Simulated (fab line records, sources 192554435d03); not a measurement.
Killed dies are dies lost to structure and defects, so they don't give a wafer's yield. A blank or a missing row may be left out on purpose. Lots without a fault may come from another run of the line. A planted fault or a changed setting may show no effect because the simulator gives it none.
Which tool did it? | flow n5_finfet | 15 lots, 45 wafers sampled, at 4 steps of a route of 1938

WHAT THE GAUGES READ, wafer by wafer
N5_BEOL_M1_INSPECT_13: inspects for defects (brightfield). Usual: raw_defect_count 415, standard deviation 99.
lot  | measured     | on                | raw_defect_count | flag
L435 | day 6 14:55  | defect_inspect-02 | 712 504 381      |
L437 | day 6 16:11  | defect_inspect-01 | 493 408 641      |
L443 | day 8 05:46  | defect_inspect-02 | 410 597 379      |
L444 | day 8 14:49  | defect_inspect-01 | 323 466 296      |
L445 | day 8 21:31  | defect_inspect-01 | 397 352 317      |
L446 | day 8 23:53  | defect_inspect-01 | 624 594 685      |
L447 | day 9 04:41  | defect_inspect-02 | 448 332 433      |
L448 | day 9 10:04  | defect_inspect-01 | 378 263 336      |
L450 | day 10 00:34 | defect_inspect-01 | 314 460 561      |
L451 | day 10 04:35 | defect_inspect-02 | 270 312 346      |
L452 | day 10 11:44 | defect_inspect-02 | 511 542 576      |
L453 | day 10 22:16 | defect_inspect-02 | 281 274 255      |
L436 | day 11 04:34 | defect_inspect-02 | 363 369 318      |
L454 | day 11 08:38 | defect_inspect-02 | 335 356 315      |
L455 | day 11 17:02 | defect_inspect-02 | 320 332 376      |

N5_BEOL_M1_CD_MEAS_18: pitch 36 nm, target cd 18 nm. Usual: cd_nm 18.1 nm, standard deviation 0.35.
lot  | measured     | on        | cd_nm (nm)     | flag
L435 | day 6 15:27  | cd_sem-02 | 18.2 17.3 18.2 |
L437 | day 6 16:45  | cd_sem-01 | 18.0 17.9 17.4 |
L443 | day 8 06:14  | cd_sem-01 | 17.8 18.5 18.0 |
L444 | day 8 15:23  | cd_sem-02 | 18.0 18.5 18.7 |
L445 | day 8 21:59  | cd_sem-01 | 17.4 18.4 17.9 |
L446 | day 9 00:23  | cd_sem-02 | 18.0 17.9 18.1 |
L447 | day 9 05:08  | cd_sem-03 | 18.2 18.5 18.4 |
L448 | day 9 10:52  | cd_sem-01 | 18.4 18.6 18.5 |
L450 | day 10 01:01 | cd_sem-03 | 17.8 17.7 18.0 |
L451 | day 10 05:10 | cd_sem-02 | 18.2 17.9 17.6 |
L452 | day 10 12:11 | cd_sem-01 | 17.5 17.5 18.1 |
L453 | day 10 22:44 | cd_sem-03 | 17.9 18.3 18.6 |
L436 | day 11 05:02 | cd_sem-03 | 17.5 17.8 17.6 |
L454 | day 11 09:20 | cd_sem-01 | 17.7 18.6 18.3 |
L455 | day 11 17:37 | cd_sem-03 | 18.7 18.5 18.8 |

N5_BEOL_M1_OVL_MEAS_29. Usual: V0_OVL 0.3 nm, standard deviation 0.56.
lot  | measured     | on         | V0_OVL (nm)    | flag
L435 | day 6 15:48  | overlay-02 | -0.4 1.2 0.9   |
L437 | day 6 17:13  | overlay-02 | 0.3 0.2 -0.1   |
L443 | day 8 06:43  | overlay-02 | - - -          | OFF
L444 | day 8 15:52  | overlay-02 | - - -          | OFF
L445 | day 8 22:28  | overlay-01 | - - -          | OFF
L446 | day 9 00:44  | overlay-01 | -0.1 0.4 0.4   |
L447 | day 9 05:37  | overlay-01 | 0.2 0.3 0.3    |
L448 | day 9 11:13  | overlay-01 | 0.3 0.5 -0.2   |
L450 | day 10 01:29 | overlay-02 | -0.5 -0.5 0.1  |
L451 | day 10 05:38 | overlay-01 | 0.6 -0.7 -0.9  |
L452 | day 10 12:33 | overlay-02 | -0.3 -0.7 -0.2 |
L453 | day 10 23:05 | overlay-02 | 0.7 -0.5 1.0   |
L436 | day 11 05:31 | overlay-01 | 1.0 1.2 0.4    |
L454 | day 11 09:44 | overlay-01 | 0.2 0.1 0.6    |
L455 | day 11 18:05 | overlay-01 | 0.5 0.3 0.1    |

WHICH TOOL RAN EACH LOT (tool, then ch and the chambers of the sampled wafers, then the start)
lot  | N5_BEOL_M1_PEB_26
L435 | litho_track-04 ch 0, day 6 15:42
L437 | litho_track-04 ch 0, day 6 17:07
L443 | litho_track-04, day 8 06:37
L444 | litho_track-04, day 8 15:46
L445 | litho_track-01, day 8 22:22
L446 | litho_track-01 ch 0, day 9 00:38
L447 | litho_track-01 ch 0, day 9 05:31
L448 | litho_track-01 ch 0, day 9 11:07
L450 | litho_track-04 ch 0, day 10 01:24
L451 | litho_track-02 ch 0, day 10 05:32
L452 | litho_track-04 ch 0, day 10 12:26
L453 | litho_track-04 ch 0, day 10 22:59
L436 | litho_track-04 ch 0, day 11 05:25
L454 | litho_track-02 ch 0, day 11 09:36
L455 | litho_track-04 ch 0, day 11 18:00
- N5_BEOL_M1_PEB_26: peb time 60 s.

WHAT THE TOOLS THEMSELVES READ (means of the sampled wafers that have a number; where no wafer has one, the mark that the record gives instead)
N5_BEOL_M1_PEB_26. Usual: chill_plate_temp_C 22.99 C, standard deviation 0.099; exhaust_pa 45.0 Pa, standard deviation 0.8.
lot  | tool           | chill_plate_temp_C (C) | exhaust_pa (Pa) | flag
L435 | litho_track-04 | 23.02                  | 44.3            |
L437 | litho_track-04 | 23.09                  | 44.6            |
L443 | litho_track-04 | -                      | -               | OFF
L444 | litho_track-04 | -                      | -               | OFF
L445 | litho_track-01 | -                      | -               | OFF
L446 | litho_track-01 | 22.93                  | 45.4            |
L447 | litho_track-01 | 23.04                  | 46.0            |
L448 | litho_track-01 | 22.95                  | 45.1            |
L450 | litho_track-04 | 22.99                  | 44.6            |
L451 | litho_track-02 | 22.94                  | 46.1            |
L452 | litho_track-04 | 23.09                  | 44.8            |
L453 | litho_track-04 | 22.91                  | 44.4            |
L436 | litho_track-04 | 22.97                  | 44.9            |
L454 | litho_track-02 | 22.90                  | 44.7            |
L455 | litho_track-04 | 23.09                  | 45.1            |

THE ANSWER, worked out from the rows above alone
Rule: a lot is off if the mean of its wafers that have a number lies more than 3 standard deviations from the usual mean. A lot without any number at a reading at which 4 lots or more have one is off too. The other lots that the step has rows for count as sound. The gauges are gone through in route order, then the tools' own readings, and for those a lot's mean is taken as printed above. The first step at which some lot is off is used, and at that step the reading that is off furthest; a lot without a number counts as furthest.
Off: L443, L444, L445, at N5_BEOL_M1_OVL_MEAS_29 (V0_OVL). Without a number there: L443, L444, L445.
A tool fits if, at a process step before that reading, it ran every lot that is off, and no sound lot after the first of them. The gauges at N5_BEOL_M1_OVL_MEAS_29 aren't tried: what is off there is off at N5_BEOL_M1_PEB_26 too, on other tools, and a gauge's error can't cause that. None of those tried fits.

WHAT THE SIMULATOR HAD PUT IN
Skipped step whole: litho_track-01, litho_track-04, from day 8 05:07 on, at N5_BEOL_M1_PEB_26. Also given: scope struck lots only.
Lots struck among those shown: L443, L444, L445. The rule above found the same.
